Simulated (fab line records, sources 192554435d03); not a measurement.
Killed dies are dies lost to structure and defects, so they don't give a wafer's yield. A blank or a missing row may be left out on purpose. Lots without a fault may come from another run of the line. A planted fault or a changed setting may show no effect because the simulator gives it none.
fab line records | flow n5_finfet
record lots=14 wafers=34 last_day=17
route steps=1938 shown BEOL_M11@1593 BEOL_M12@1609 PASSIVATION@1936
lots that met no fault: from a run of the same line without faults
start_h: hours from the record's first day to the start of the lot's first wafer shown | wait_h: hours since the lot's step before | " the same as in the row above | L1.1+2: a row that stands for several wafers | - no value, or no start given | * or withheld: withheld | < > ~ a bound
route shown NAME@n: a module of which the file shows steps, and the number in the route of the first | usual: mean/standard deviation of fault-free wafers | same: alike in all rows | chamber/n: place in a boat | sites: the reading at each site | _std_site: their standard deviation | _edge_site: outer sites' mean less inner sites' | radius_mm: how far each site lies from the wafer's centre | mask NAME#n: copy n | behind: the tool/chamber that last shaped the wafer | hold: why the lot was held/for how many hours/how that ended | device: the transistor (n, p or np) that didn't switch | end of line: the same wafers' tests at the end of the route | a step without rows: its recipe alone | killed: dies lost to structure and defects at the first sort, not the wafer's yield | map: a wafer's dies, x killed, . not, _ none there
set.NAME: the setting as run; set.NAME@STEP: as run at that earlier step | model.NAME: the simulator's own value behind a step, which no gauge read
steps of the route over a sample of lots; a table a step, a row a wafer
services: from which hour (start_h, from the record's first day; less than 0 if before it) a tool's chamber was out of use, for how many hours, and why
## steps
# step N5_BEOL_M11_SPUTTER_48
# recipe material=Cu target_thk_a=120 temp_c=-20 bias_v=60 power_w=26000 chamber_pressure_pa=0.13 time_s=2
# usual chuck_gas_flow_sccm=1.26/0.054 throttle_valve_pct=29.6/0.97
# columns lot.wafer tool chamber start_h wait_h chuck_gas_flow_sccm throttle_valve_pct
L340.4 pvd_sputter-01 - 232.48 0.1 1.31 29.5
L340.5 " - " " 1.28 28.7
L340.6 " - " " 1.17 29.0
L343.2 pvd_sputter-03 - 246.92 0.1 1.22 28.6
L343.3 " - " " 1.28 30.3
L342.3 pvd_sputter-02 - 250.33 0.1 1.24 30.4
L342.6 " - " " 1.26 30.2
L345.3 pvd_sputter-03 - 254.33 0.3 1.25 28.7
L345.5 " - " " 1.29 30.5
L344.1 pvd_sputter-01 - 256.78 0.1 1.38 29.0
L344.2 " - " " 1.24 28.3
L346.1 pvd_sputter-02 - 258.80 1.2 1.32 28.5
L346.6 " - " " 1.26 28.2
L348.4 pvd_sputter-03 - 276.38 0.0 1.24 30.2
L348.5 " - " " 1.30 30.3
L347.1 pvd_sputter-01 - 276.68 0.2 1.18 31.9
L347.3 " - " " 1.20 29.5
L350.2 pvd_sputter-03 - 282.43 0.1 1.25 28.8
L350.5 " - " " 1.29 30.6
L352.3 pvd_sputter-03 - 307.24 0.1 1.17 28.6
L352.5 " - " " 1.22 28.8
L352.6 " - " " 1.30 30.0
L353.1 pvd_sputter-01 - 314.75 0.1 1.24 29.3
L353.5 " - " " 1.17 28.3
L353.6 " - " " 1.23 29.2
L358.2 pvd_sputter-02 - 335.64 0.1 1.20 30.1
L358.3 " - " " 1.24 30.7
L358.4 " - " " 1.37 30.2
L361.4 pvd_sputter-03 - 355.44 0.1 1.30 28.6
L361.5 " - " " 1.17 28.5
L361.6 " - " " 1.25 30.7
L362.2 pvd_sputter-03 - 371.24 1.3 1.32 28.8
L362.4 " - " " 1.28 30.2
L362.6 " - " " 1.36 28.6
# step N5_BEOL_M11_THK_MEAS_53
# recipe thk_meas_gauge=xrf reads=Cu_of_BEOL_M11_ECD_50
# usual M11_THK=140/3.2
# columns lot.wafer tool chamber start_h wait_h M11_THK[nm]
L340.4 film_metro-02 - 233.30 - 142
L340.5 " - " " 139
L340.6 " - " " 139
L343.2 film_metro-01 - 247.74 - 140
L343.3 " - " " 139
L342.3 film_metro-01 - 251.21 - 145
L342.6 " - " " 145
L345.3 film_metro-02 - 255.38 - 132
L345.5 " - " " 135
L344.1 film_metro-01 - 257.95 - 138
L344.2 " - " " 139
L346.1 film_metro-01 - 259.62 - 139
L346.6 " - " " 145
L348.4 film_metro-01 - 277.20 - 140
L348.5 " - " " 140
L347.1 film_metro-01 - 277.62 - 144
L347.3 " - " " 146
L350.2 film_metro-01 - 283.50 - 142
L350.5 " - " " 141
L352.3 film_metro-01 - 308.25 - 133
L352.5 " - " " 136
L352.6 " - " " 138
L353.1 film_metro-02 - 315.58 - 145
L353.5 " - " " 145
L353.6 " - " " 141
L358.2 film_metro-02 - 336.64 - 137
L358.3 " - " " 139
L358.4 " - " " 139
L361.4 film_metro-01 - 356.26 - 140
L361.5 " - " " 136
L361.6 " - " " 139
L362.2 film_metro-01 - 372.17 - 140
L362.4 " - " " 137
L362.6 " - " " 136
# step N5_BEOL_M12_PEB_08
# recipe peb_temp_c=130 peb_time_s=90
# usual heater_power_total_W=172.5/0.8
# columns lot.wafer tool chamber start_h wait_h heater_power_total_W
L340.4 litho_track-04 0 233.81 0.0 172.1
L340.5 " 0 " " 172.2
L340.6 " 0 " " 173.2
L343.2 litho_track-03 0 248.43 0.0 172.4
L343.3 " 0 " " 172.7
L342.3 litho_track-05 0 251.72 0.0 172.9
L342.6 " 0 " " 172.4
L345.3 litho_track-05 0 256.02 0.0 170.9
L345.5 " 0 " " 172.3
L344.1 litho_track-04 0 258.58 0.1 172.8
L344.2 " 0 " " 173.1
L346.1 litho_track-03 0 260.26 0.1 173.1
L346.6 " 0 " " 172.8
L348.4 litho_track-03 0 277.83 0.0 171.2
L348.5 " 0 " " 170.8
L347.1 litho_track-03 0 278.13 0.1 172.5
L347.3 " 0 " " 170.7
L350.2 litho_track-05 0 284.01 0.0 171.5
L350.5 " 0 " " 173.7
L352.3 litho_track-05 0 308.88 0.0 173.0
L352.5 " 0 " " 212.0
L352.6 " 0 " " 171.8
L353.1 litho_track-05 0 316.24 0.1 172.0
L353.5 " 0 " " 209.5
L353.6 " 0 " " 172.8
L358.2 litho_track-03 0 337.27 0.0 171.2
L358.3 " 0 " " 173.6
L358.4 " 0 " " 172.5
L361.4 litho_track-04 0 356.89 0.0 173.9
L361.5 " 0 " " 172.0
L361.6 " 0 " " 172.0
L362.2 litho_track-03 0 372.80 0.0 172.7
L362.4 " 0 " " 171.4
L362.6 " 0 " " 171.3
# step N5_BEOL_M12_CD_MEAS_10
# recipe target_cd_nm=140 landing_energy_ev=500 detector=se_inlens polarity=opening
# usual cd_nm=140/3.1
# columns lot.wafer tool chamber start_h wait_h cd_nm
L340.4 cd_sem-03 0 233.93 - 143
L340.5 " 0 " " 142
L340.6 " 0 " " 141
L343.2 cd_sem-01 0 248.54 - 139
L343.3 " 0 " " 142
L342.3 cd_sem-03 0 251.83 - 138
L342.6 " 0 " " 137
L345.3 cd_sem-01 0 256.13 - 142
L345.5 " 0 " " 138
L344.1 cd_sem-03 0 258.70 - 145
L344.2 " 0 " " 144
L346.1 cd_sem-03 0 260.38 - 139
L346.6 " 0 " " 141
L348.4 cd_sem-03 0 277.95 - 140
L348.5 " 0 " " 142
L347.1 cd_sem-03 0 278.24 - 143
L347.3 " 0 " " 138
L350.2 cd_sem-03 0 284.12 - 139
L350.5 " 0 " " 139
L352.3 cd_sem-03 0 309.00 - 139
L352.5 " 0 " " 128
L352.6 " 0 " " 140
L353.1 cd_sem-03 0 316.35 - 138
L353.5 " 0 " " 128
L353.6 " 0 " " 134
L358.2 cd_sem-02 0 337.39 - 142
L358.3 " 0 " " 141
L358.4 " 0 " " 142
L361.4 cd_sem-01 0 357.01 - 143
L361.5 " 0 " " 143
L361.6 " 0 " " 145
L362.2 cd_sem-03 0 372.92 - 142
L362.4 " 0 " " 141
L362.6 " 0 " " 140
# step N5_BEOL_M12_OVL_MEAS_11
# recipe points_per_wafer=44
# usual V11_OVL=0/5
# columns lot.wafer tool chamber start_h wait_h V11_OVL[nm]
L340.4 overlay-01 0 233.96 0.0 -2
L340.5 " 0 " " -3
L340.6 " 0 " " 5
L343.2 overlay-01 0 248.57 0.0 7
L343.3 " 0 " " -2
L342.3 overlay-01 0 251.86 0.0 -3
L342.6 " 0 " " -6
L345.3 overlay-01 0 256.16 0.0 3
L345.5 " 0 " " -1
L344.1 overlay-02 0 258.73 0.0 2
L344.2 " 0 " " 5
L346.1 overlay-02 0 260.41 0.0 -3
L346.6 " 0 " " 0
L348.4 overlay-02 0 277.98 0.0 -2
L348.5 " 0 " " -4
L347.1 overlay-01 0 278.27 0.0 -3
L347.3 " 0 " " -4
L350.2 overlay-01 0 284.15 0.0 -1
L350.5 " 0 " " 2
L352.3 overlay-01 0 309.03 0.0 7
L352.5 " 0 " " 10
L352.6 " 0 " " 6
L353.1 overlay-01 0 316.38 0.0 -7
L353.5 " 0 " " 0
L353.6 " 0 " " -4
L358.2 overlay-02 0 337.42 0.0 8
L358.3 " 0 " " -3
L358.4 " 0 " " 5
L361.4 overlay-02 0 357.04 0.0 -2
L361.5 " 0 " " -3
L361.6 " 0 " " 0
L362.2 overlay-02 0 372.95 0.0 -3
L362.4 " 0 " " 1
L362.6 " 0 " " -1
# step N5_PASSIVATION_PROBE_49
# usual defect_limited_yield=91.2/1.4 killed_at_M0_to_M3=32/9.3 killed_at_M4_up=14/4.9 killed_at_contacts=15/7.5 killed_at_front_end=40/11 killed_at_other=4/3.3 killed_dies=104/17 killed_open=68/14 killed_short=33/7.9 sort_bin_5_function=5.2/0.99 sort_bin_6_memory=3.2/0.65 sort_bin_8_speed=0.03/0.19 sort_n_pass=1076/17 sort_yield_pct=91.1/1.5
# same gross_dies=1180 killed_at_back_side=0 sort_bin_4_leakage[%]=0
# columns lot.wafer tool chamber start_h wait_h defect_limited_yield[%] killed_at_M0_to_M3 killed_at_M4_up killed_at_contacts killed_at_front_end killed_at_other killed_dies killed_open killed_short sort_bin_5_function[%] sort_bin_6_memory[%] sort_bin_8_speed[%] sort_n_pass sort_yield_pct[%]
L352.5 prober-02 - 346.26 0.2 89.9 36 19 20 40 4 119 81 36 4.7 5.0 0.17 1059 89.7
L353.5 prober-01 - 356.52 0.2 92.5 32 17 9 30 0 88 52 31 4.2 3.1 0 1092 92.5
# killed by level:class
L352.5 STI_FIN_REVEAL:geometric_particle:open=12 MOL_CONTACT_COAG:geometric_particle:open=11 BEOL_M2:geometric_particle:open=11 BEOL_M4:geometric_particle:open=9 MOL_CONTACT_COAG:geometric_particle:short=8 BEOL_M1:geometric_particle:open=8 GATE_CUT:geometric_particle:short=6 BEOL_M0_SAQP:geometric_particle:open=6
L353.5 MOL_CONTACT_COAG:geometric_particle:open=8 BEOL_M0_SAQP:geometric_particle:short=8 BEOL_M1:geometric_particle:open=8 STI_FIN_REVEAL:geometric_particle:open=7 BEOL_M0_SAQP:geometric_particle:open=6 BEOL_M2:geometric_particle:open=6 FIN_SAQP:geometric_particle:short=5 BEOL_M5:geometric_particle:short=5
## services
# columns tool chamber start_h hours kind
litho_track-03 - 304.33 - consumable_replace:filter
## key
first_sign step=N5_BEOL_M12_PEB_08 reading=heater_power_total_W direction=up sigmas=48 usual=* struck=*
effect step=N5_BEOL_M12_CD_MEAS_10 reading=cd_nm direction=down sigmas=3.9 usual=140 struck=128
met_at N5_BEOL_M12_PEB_08
struck_lots L352,L353
struck_wafers L352.5,L353.5
baseline_loss step=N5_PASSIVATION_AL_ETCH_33 wafers=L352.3
not_acting_at N5_BEOL_M11_SPUTTER_48,N5_BEOL_M11_THK_MEAS_53,N5_BEOL_M12_OVL_MEAS_11
onset_between 284.01 308.88
fault kind=process_parameter_drift tool=litho_track-05 chamber=- onset_h=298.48 steps=N5_BEOL_M12_PEB_08 channel=peb_time_s offset=* shape=step end_h=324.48 scope=struck_wafers_only acts_in=* stated=*
# baseline_loss: these wafers lose ten dies or more at that step, a loss of the line's own and not of a fault; the sort's usual values leave them out
